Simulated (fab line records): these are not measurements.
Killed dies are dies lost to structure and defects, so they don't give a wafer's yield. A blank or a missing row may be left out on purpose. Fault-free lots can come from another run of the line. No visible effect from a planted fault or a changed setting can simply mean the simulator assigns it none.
The tool behind it: which one? || flow n5-finfet || Sampling: 12 lots, 36 wafers, 2 of 1938 route steps

WHAT THE GAUGES SHOWED, per wafer
N5_BEOL_M4_INSPECT_30: inspects for defects (brightfield).
{"lot": "L075", "measured": "day 9 00:13", "on": "defect-inspect-01", "raw-defect-count": "329 302 353"}
{"lot": "L076", "measured": "day 9 05:14", "on": "defect-inspect-01", "raw-defect-count": "328 434 311"}
{"lot": "L079", "measured": "day 9 09:58", "on": "defect-inspect-01", "raw-defect-count": "358 257 420"}
{"lot": "L081", "measured": "day 10 02:58", "on": "defect-inspect-02", "raw-defect-count": "351 355 410"}
{"lot": "L084", "measured": "day 13 05:40", "on": "defect-inspect-02", "raw-defect-count": "486 463 403"}
{"lot": "L086", "measured": "day 14 00:05", "on": "defect-inspect-01", "raw-defect-count": "437 537 419"}
{"lot": "L088", "measured": "day 14 13:33", "on": "defect-inspect-01", "raw-defect-count": "441 393 320"}
{"lot": "L090", "measured": "day 14 23:49", "on": "defect-inspect-02", "raw-defect-count": "362 352 423"}
{"lot": "L094", "measured": "day 15 00:42", "on": "defect-inspect-01", "raw-defect-count": "394 537 406"}
{"lot": "L093", "measured": "day 15 03:52", "on": "defect-inspect-02", "raw-defect-count": "247 270 240"}
{"lot": "L082", "measured": "day 15 11:27", "on": "defect-inspect-01", "raw-defect-count": "367 296 356"}
{"lot": "L097", "measured": "day 15 15:38", "on": "defect-inspect-02", "raw-defect-count": "406 278 283"}

WHICH TOOL RAN EACH LOT (tool, then ch and the chambers of the sampled wafers, then the start)
{"lot": "L075", "N5_BEOL_M4_ETCH_74": "rie-diel-02 ch 0,1,2, day 8 23:23"}
{"lot": "L076", "N5_BEOL_M4_ETCH_74": "rie-diel-02 ch 0,2,3, day 9 04:19"}
{"lot": "L079", "N5_BEOL_M4_ETCH_74": "rie-diel-02 ch 0,1,3, day 9 09:02"}
{"lot": "L081", "N5_BEOL_M4_ETCH_74": "rie-diel-02 ch 0,1,2, day 10 02:07"}
{"lot": "L084", "N5_BEOL_M4_ETCH_74": "rie-diel-02 ch 0,3, day 13 04:50"}
{"lot": "L086", "N5_BEOL_M4_ETCH_74": "rie-diel-04 ch 0,2,3, day 13 23:10"}
{"lot": "L088", "N5_BEOL_M4_ETCH_74": "rie-diel-04 ch 0,3, day 14 12:45"}
{"lot": "L090", "N5_BEOL_M4_ETCH_74": "rie-diel-05 ch 0,2, day 14 22:55"}
{"lot": "L094", "N5_BEOL_M4_ETCH_74": "rie-diel-04 ch 1,2, day 14 23:52"}
{"lot": "L093", "N5_BEOL_M4_ETCH_74": "rie-diel-02 ch 0,2, day 15 03:03"}
{"lot": "L082", "N5_BEOL_M4_ETCH_74": "rie-diel-05 ch 0,2, day 15 10:38"}
{"lot": "L097", "N5_BEOL_M4_ETCH_74": "rie-diel-02 ch 0,1,3, day 15 14:42"}
- N5_BEOL_M4_ETCH_74: etches underlayer in N2/H2, target depth 6.5 nm, time 5.2 s.

THE ANSWER, worked out from the rows above alone
Rule: the usual values come from the lots themselves. Put in order of their means at a reading, lots are off if they are a third of the lots or fewer, leave a main group of 4 or more, and stand apart from it by a gap of 3 or more times the standard deviation of the main group's means; of several such gaps the widest counts. Not used: any main group whose means are identical at the precision the tables above print for the reading. Also off: a lot with no number at a reading for which 4 or more lots have one. The other lots that the step has rows for count as sound.
Across all readings shown, no lot is off: no conclusion can be drawn from this.

WHAT THE SIMULATOR HAD INSERTED
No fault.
